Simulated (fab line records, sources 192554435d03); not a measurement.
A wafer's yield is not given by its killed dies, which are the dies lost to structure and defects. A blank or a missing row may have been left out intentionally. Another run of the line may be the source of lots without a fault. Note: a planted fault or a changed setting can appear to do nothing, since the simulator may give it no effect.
Lot-split experiment    flow n5_finfet    on a route of 1938 steps: 7 lots, 21 wafers read

== ON THE SPLIT ==
At N5_BEOL_M15_SPUTTER_43 (material TaN, target thk 15 nm, time 24.19 s), the setting power_w was moved away from the recipe's 15000 W on 6 of the 21 wafers read, by -14.4% to +10.2%. This setting was run at the recipe's value on the other wafers.

The reading comes from the split's own step.

== THE READING ==
TaN_of_BEOL_M15_SPUTTER_43.thk_nm (the simulator's own value, which no gauge read), in nm, at N5_BEOL_M15_SPUTTER_43 (material TaN, target thk 15 nm, time 24.19 s). No usual value for it is given in the file. Across the 15 wafers here that went through the recipe, the average is 15.1 nm and the standard deviation 0.14 nm.

wafer   tool, chamber at the split  power_w as run, W  against the recipe  TaN_of_BEOL_M15_SPUTTER_43.thk_nm, nm  against lot-mates on the recipe
L076.2  pvd_sputter-01, -           15000              recipe              15                                     -
L076.4  pvd_sputter-01, -           15000              recipe              15                                     -
L076.3  pvd_sputter-01, -           15000              recipe              15.2                                   -
L078.1  pvd_sputter-01, -           15000              recipe              15.2                                   -
L078.2  pvd_sputter-01, -           15000              recipe              15.2                                   -
L078.5  pvd_sputter-01, -           15000              recipe              15                                     -
L079.1  pvd_sputter-03, -           15000              recipe              15.4                                   -
L079.3  pvd_sputter-03, -           15000              recipe              15.2                                   -
L079.5  pvd_sputter-03, -           15000              recipe              14.8                                   -
L080.3  pvd_sputter-02, -           13140              -12.4%              13.4                                   -1.8
L080.5  pvd_sputter-02, -           15000              recipe              15.2                                   -
L080.6  pvd_sputter-02, -           13140              -12.4%              13.6                                   -1.6
L085.2  pvd_sputter-01, -           12840              -14.4%              12.8                                   -2.2
L085.4  pvd_sputter-01, -           15000              recipe              15                                     -
L085.5  pvd_sputter-01, -           12840              -14.4%              13.2                                   -1.8
L087.1  pvd_sputter-02, -           15000              recipe              15.2                                   -
L087.2  pvd_sputter-02, -           16530              +10.2%              16.6                                   +1.4
L087.6  pvd_sputter-02, -           16530              +10.2%              16.6                                   +1.4
L091.1  pvd_sputter-03, -           15000              recipe              15                                     -
L091.4  pvd_sputter-03, -           15000              recipe              15                                     -
L091.2  pvd_sputter-03, -           15000              recipe              15.2                                   -

FIT RESULTS
A straight line over all 21 wafers: TaN_of_BEOL_M15_SPUTTER_43.thk_nm changes by +0.141 nm for each +1% of power_w; r = +0.99; the points scatter about the line by 0.16 nm.
The same after taking each lot's own level away (the mean of its wafers on the recipe; 21 wafers): +0.138 nm for each +1%; r = +0.99; scatter 0.14 nm.
On that fit, the largest move of power_w shifts the reading by 2 nm.
The span of the lots' own levels, 15.00 to 15.20 nm, comes to 1.4 times the standard deviation stated above.
So the lot-to-lot level changes the slope little: the two slopes agree.
Check: with one of the wafers moved furthest among these (-14.4%) left out of the fit, the line predicts -1.92 nm for it against its lot-mates. It came out at -2.2 nm against them.

== THE OTHER SPLITS THESE WAFERS WENT THROUGH ==
Other splits were also applied to these wafers ahead of the reading. Each is held against what the fit with the lots' levels taken away leaves over:
other split on the same wafers     wafers away from the commonest value  r with TaN_of_BEOL_M15_SPUTTER_43.thk_nm (lot level and that fit taken away)
N5_BEOL_M11_COAT_05 spin_rpm       10                                    -0.32
N5_BEOL_M12_TRENCH_ETCH_34 time_s  5                                     -0.32
N5_BEOL_M12_SPUTTER_45 time_s      8                                     +0.01
N5_BEOL_M13_COAT_65 spin_rpm       9                                     +0.12
N5_BEOL_M14_SPUTTER_44 power_w     6                                     -0.02

== FILE'S OWN FIT ==
TaN_of_BEOL_M15_SPUTTER_43.thk_nm changes by +0.138 nm for each +1% of power_w, r = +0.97.
